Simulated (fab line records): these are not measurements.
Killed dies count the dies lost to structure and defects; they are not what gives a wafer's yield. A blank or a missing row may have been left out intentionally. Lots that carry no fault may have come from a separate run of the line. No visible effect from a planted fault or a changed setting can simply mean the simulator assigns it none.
Which tool is to blame? ; flow n5Finfet ; Sampling: 24 lots, 72 wafers, 5 of 1938 route steps

WHAT THE GAUGES READ, wafer by wafer
N5_BEOL_M11_INSPECT_30: inspects for defects (brightfield). Usual: rawDefectCount at 431, with a standard deviation of 100.
lot;measured;on;rawDefectCount;flag
L076;day 11 22:31;defectInspect-01;363 376 528;
L074;day 12 02:16;defectInspect-01;366 356 321;
L077;day 12 05:53;defectInspect-01;397 425 499;
L075;day 12 06:04;defectInspect-02;418 369 410;
L078;day 13 02:00;defectInspect-02;401 457 483;
L080;day 13 07:02;defectInspect-01;417 360 422;
L079;day 13 07:05;defectInspect-01;593 488 431;
L081;day 13 07:07;defectInspect-01;317 323 432;
L082;day 13 16:26;defectInspect-02;756 404 468;
L083;day 14 11:20;defectInspect-01;469 449 548;
L084;day 14 18:46;defectInspect-02;367 679 576;
L087;day 14 23:13;defectInspect-01;353 407 353;
L085;day 15 00:45;defectInspect-02;385 643 475;
L086;day 15 01:21;defectInspect-02;337 368 282;
L091;day 16 06:37;defectInspect-02;394 316 404;
L089;day 16 09:22;defectInspect-01;457 296 410;
L090;day 16 09:32;defectInspect-01;346 393 620;
L088;day 16 09:35;defectInspect-01;348 298 309;
L092;day 16 09:37;defectInspect-01;336 355 335;
L094;day 16 23:00;defectInspect-02;487 494 631;
L093;day 16 23:14;defectInspect-02;637 429 511;
L095;day 17 09:02;defectInspect-01;460 545 460;
L097;day 17 16:49;defectInspect-02;455 474 614;
L096;day 17 21:25;defectInspect-01;334 282 289;

N5_BEOL_M12_OVL_MEAS_11. Usual: V11_OVL 7 nm, standard deviation 4.6.
lot;measured;on;V11_OVL (nm);flag
L076;day 12 02:14;overlay-02;7 5 1;
L074;day 12 07:25;overlay-01;3 2 7;
L077;day 12 09:42;overlay-01;4 7 3;
L075;day 12 10:29;overlay-02;8 5 3;
L078;day 13 07:13;overlay-02;4 6 8;
L080;day 13 12:37;overlay-02;3 4 11;
L079;day 13 12:46;overlay-01;6 -2 3;
L081;day 13 12:49;overlay-02;6 7 9;
L082;day 13 20:56;overlay-02;10 10 6;
L083;day 14 16:32;overlay-02;6 10 14;
L084;day 14 22:45;overlay-02;9 13 4;
L087;day 15 02:54;overlay-02;9 12 10;
L085;day 15 06:03;overlay-02;2 3 13;
L086;day 15 06:16;overlay-01;3 6 5;
L091;day 16 11:52;overlay-02;0 4 7;
L089;day 16 12:49;overlay-02;20 15 14;
L090;day 16 13:12;overlay-02;9 13 16;
L088;day 16 13:41;overlay-01;8 0 2;
L092;day 16 13:58;overlay-01;4 1 5;
L094;day 17 03:49;overlay-01;3 8 5;
L093;day 17 05:05;overlay-01;7 10 -2;
L095;day 17 13:03;overlay-01;9 5 4;
L097;day 17 20:26;overlay-02;3 2 4;
L096;day 18 01:01;overlay-02;9 10 1;

EACH LOT AND THE TOOL THAT RAN IT (in order: tool; ch and the chambers of the sampled wafers; start)
lot;N5_BEOL_M11_ETCH_66;N5_BEOL_M11_CURE_72;N5_BEOL_M12_ILD_DEP_00
L076;rieDiel-01 ch 0,1,3, day 11 22:38;uvCure-01 ch 1, day 11 23:17;pecvd-01 ch 0,1, day 12 01:38
L074;rieDiel-01 ch 1,3, day 12 02:33;uvCure-01 ch 2, day 12 03:10;pecvd-04 ch 1,2, day 12 06:58
L077;rieDiel-05 ch 1,2,3, day 12 06:01;uvCure-01 ch 0, day 12 06:43;pecvd-04 ch 0,1,2, day 12 09:14
L075;rieDiel-02 ch 0,1,2, day 12 06:25;uvCure-02 ch 2, day 12 07:02;pecvd-04 ch 0,2, day 12 10:01
L078;rieDiel-02 ch 0,1,3, day 13 02:07;uvCure-02 ch 0, day 13 02:44;pecvd-03 ch 0,1,2, day 13 06:38
L080;rieDiel-01 ch 1,2,3, day 13 07:10;uvCure-02 ch 2, day 13 08:01;pecvd-01 ch 0,2, day 13 12:02
L079;rieDiel-05 ch 1,2, day 13 07:16;uvCure-01 ch 0, day 13 08:20;pecvd-01 ch 1,2, day 13 12:18
L081;rieDiel-05 ch 0,1,2, day 13 07:44;uvCure-02 ch 0, day 13 08:20;pecvd-03 ch 0,1, day 13 12:20
L082;rieDiel-05 ch 1,2, day 13 16:34;uvCure-01 ch 1, day 13 17:26;pecvd-01 ch 0,1,2, day 13 20:20
L083;rieDiel-01 ch 0,2,3, day 14 11:44;uvCure-02 ch 2, day 14 12:31;pecvd-03 ch 0,1,2, day 14 16:05
L084;rieDiel-02 ch 1,3, day 14 19:01;uvCure-02 ch 0, day 14 19:43;pecvd-04 ch 0,1,2, day 14 22:17
L087;rieDiel-02 ch 0,2,3, day 14 23:26;uvCure-01 ch 0, day 15 00:02;pecvd-01 ch 0,1,2, day 15 02:26
L085;rieDiel-05 ch 0,3, day 15 01:09;uvCure-01 ch 0, day 15 01:52;pecvd-03 ch 1,2, day 15 05:28
L086;rieDiel-05 ch 0,1,2, day 15 01:41;uvCure-01 ch 2, day 15 02:25;pecvd-03 ch 0,1,2, day 15 05:48
L091;rieDiel-02 ch 1,2,3, day 16 07:02;uvCure-02 ch 0, day 16 07:38;pecvd-01 ch 1,2, day 16 11:21
L089;rieDiel-05 ch 1,2,3, day 16 09:29;uvCure-03 ch 0, day 16 10:08;pecvd-04 ch 1,2, day 16 12:13
L090;rieDiel-01 ch 0,1, day 16 09:40;uvCure-01 ch 1, day 16 10:16;pecvd-01 ch 1,2, day 16 12:41
L088;rieDiel-02 ch 1,2, day 16 09:43;uvCure-02 ch 1, day 16 10:25;pecvd-04 ch 0,1, day 16 13:06
L092;rieDiel-01 ch 0,1,2, day 16 10:07;uvCure-01 ch 1, day 16 10:46;pecvd-03 ch 1,2, day 16 13:22
L094;rieDiel-01 ch 0,1,2, day 16 23:20;uvCure-03 ch 1, day 17 00:02;pecvd-01 ch 1,2, day 17 03:14
L093;rieDiel-05 ch 0,1,3, day 17 00:08;uvCure-02 ch 1, day 17 00:44;pecvd-01 ch 1,2, day 17 04:37
L095;rieDiel-02 ch 0,2,3, day 17 09:09;uvCure-01 ch 2, day 17 09:48;pecvd-01 ch 0,2, day 17 12:35
L097;rieDiel-01 ch 1,2,3, day 17 16:56;uvCure-02 ch 0, day 17 17:43;pecvd-01 ch 0,2, day 17 19:58
L096;rieDiel-02 ch 0,1,2, day 17 21:32;uvCure-01 ch 1, day 17 22:14;pecvd-03 ch 0,2, day 18 00:32
- N5_BEOL_M11_ETCH_66: etches SOC in N2/H2, target depth 120 nm, overetch 24 nm, time 180 s.
- N5_BEOL_M11_CURE_72: cures SiCOH lowk, time 120 s.
- N5_BEOL_M12_ILD_DEP_00: deposits SiOC from DEMS/O2, target thk 658.92 nm, time 130.7 s.

WHAT THE TOOLS THEMSELVES READ (means of the sampled wafers that have a number; where no wafer has one, the mark that the record gives instead)
N5_BEOL_M11_ETCH_66. Usual: drypumpMotorCurrentA 5.9 A, standard deviation 0.35; n2FlowSccm 200.0 sccm, standard deviation 0.59; oesProductAu 0.66 a.u., standard deviation 0.067; rfVppV 524.8 V, standard deviation 2.1; showerheadPlenumPTorr 2.57 Torr, standard deviation 0.072; throttleValvePct 17.83 %, standard deviation 0.24.
lot;tool;drypumpMotorCurrentA (A);n2FlowSccm (sccm);oesProductAu (a.u.);rfVppV (V);showerheadPlenumPTorr (Torr);throttleValvePct (%);flag
L076;rieDiel-01;6.0;199.7;0.69;525.1;2.59;17.92;
L074;rieDiel-01;5.8;199.4;0.69;525.0;2.58;17.79;
L077;rieDiel-05;5.6;199.9;0.65;523.2;2.50;17.67;
L075;rieDiel-02;5.8;200.5;0.62;524.7;2.58;17.91;
L078;rieDiel-02;5.8;199.7;0.66;525.6;2.64;17.91;
L080;rieDiel-01;5.8;200.2;0.70;525.9;2.62;17.73;
L079;rieDiel-05;5.4;199.7;0.58;521.1;2.44;17.70;
L081;rieDiel-05;5.7;200.1;0.58;523.4;2.51;17.86;
L082;rieDiel-05;5.7;199.3;0.59;522.8;2.48;17.74;
L083;rieDiel-01;6.0;199.6;0.68;525.5;2.60;17.83;
L084;rieDiel-02;6.1;200.2;0.68;526.8;2.65;17.76;
L087;rieDiel-02;6.0;199.9;0.68;524.6;2.60;17.86;
L085;rieDiel-05;5.9;199.5;0.75;525.4;2.59;17.66;
L086;rieDiel-05;5.7;199.7;0.65;522.9;2.50;17.73;
L091;rieDiel-02;6.1;200.1;0.70;524.9;2.59;17.65;
L089;rieDiel-05;5.6;200.3;0.62;522.1;2.49;17.73;
L090;rieDiel-01;6.1;200.4;0.66;524.3;2.59;18.10;
L088;rieDiel-02;5.9;199.8;0.70;525.1;2.56;17.58;
L092;rieDiel-01;6.0;200.1;0.68;525.6;2.62;17.89;
L094;rieDiel-01;6.0;200.0;0.67;525.6;2.61;17.90;
L093;rieDiel-05;6.0;200.0;0.68;524.1;2.56;17.75;
L095;rieDiel-02;6.0;199.5;0.66;525.1;2.60;17.90;
L097;rieDiel-01;5.8;200.0;0.67;525.4;2.60;17.78;
L096;rieDiel-02;5.8;199.2;0.65;525.3;2.56;17.84;

N5_BEOL_M11_CURE_72. Usual: lampPowerPct 52.32 %, standard deviation 0.052; wafer_temp_C_max 371.7, standard deviation 0.64.
lot;tool;lampPowerPct (%);wafer_temp_C_max;flag
L076;uvCure-01;52.22;371.9;
L074;uvCure-01;52.32;370.9;
L077;uvCure-01;52.28;371.6;
L075;uvCure-02;52.35;371.4;
L078;uvCure-02;52.36;372.0;
L080;uvCure-02;52.32;371.5;
L079;uvCure-01;52.31;371.3;
L081;uvCure-02;52.35;372.2;
L082;uvCure-01;52.35;372.1;
L083;uvCure-02;52.32;371.7;
L084;uvCure-02;52.31;372.4;
L087;uvCure-01;52.32;371.2;
L085;uvCure-01;52.35;371.6;
L086;uvCure-01;52.28;371.0;
L091;uvCure-02;52.31;372.2;
L089;uvCure-03;52.31;370.3;
L090;uvCure-01;52.29;372.0;
L088;uvCure-02;52.31;371.9;
L092;uvCure-01;52.30;372.4;
L094;uvCure-03;52.27;371.7;
L093;uvCure-02;52.31;371.8;
L095;uvCure-01;52.31;371.0;
L097;uvCure-02;52.30;372.5;
L096;uvCure-01;52.29;371.7;

N5_BEOL_M12_ILD_DEP_00. Usual: heaterPowerW 529 W, standard deviation 100; showerheadPlenumPTorr 5.704 Torr, standard deviation 0.018; throttleValvePct 12.0 %, standard deviation 1.
lot;tool;heaterPowerW (W);showerheadPlenumPTorr (Torr);throttleValvePct (%);flag
L076;pecvd-01;511;5.729;11.5;
L074;pecvd-04;423;5.698;12.0;
L077;pecvd-04;458;5.690;11.7;
L075;pecvd-04;491;5.695;11.3;
L078;pecvd-03;500;5.711;12.5;
L080;pecvd-01;583;5.709;11.4;
L079;pecvd-01;517;5.708;11.8;
L081;pecvd-03;564;5.712;13.2;
L082;pecvd-01;558;5.700;11.5;
L083;pecvd-03;582;5.707;12.6;
L084;pecvd-04;471;5.691;12.0;
L087;pecvd-01;533;5.706;11.6;
L085;pecvd-03;603;5.721;12.0;
L086;pecvd-03;576;5.706;12.6;
L091;pecvd-01;475;5.709;11.8;
L089;pecvd-04;421;5.690;12.5;
L090;pecvd-01;622;5.692;11.7;
L088;pecvd-04;462;5.685;11.9;
L092;pecvd-03;612;5.718;11.5;
L094;pecvd-01;592;5.698;11.6;
L093;pecvd-01;466;5.711;11.8;
L095;pecvd-01;529;5.701;11.4;
L097;pecvd-01;582;5.704;11.5;
L096;pecvd-03;601;5.703;13.2;

THE ANSWER, worked out from the rows above alone
Rule: take the mean of a lot's wafers that have a number; if it is more than 3 standard deviations from the usual mean, the lot is off. Also off: a lot with no number at a reading for which 4 or more lots have one. Any other lot the step has rows for is counted as sound. The gauges are gone through in route order, then the tools' own readings, and for those a lot's mean is taken as printed above. At the first step where some lot is off, the reading lying furthest off is the one used; lots without a number count as furthest.
Across all readings shown, no lot is off: no conclusion can be drawn from this.

WHAT THE SIMULATOR HAD PUT IN
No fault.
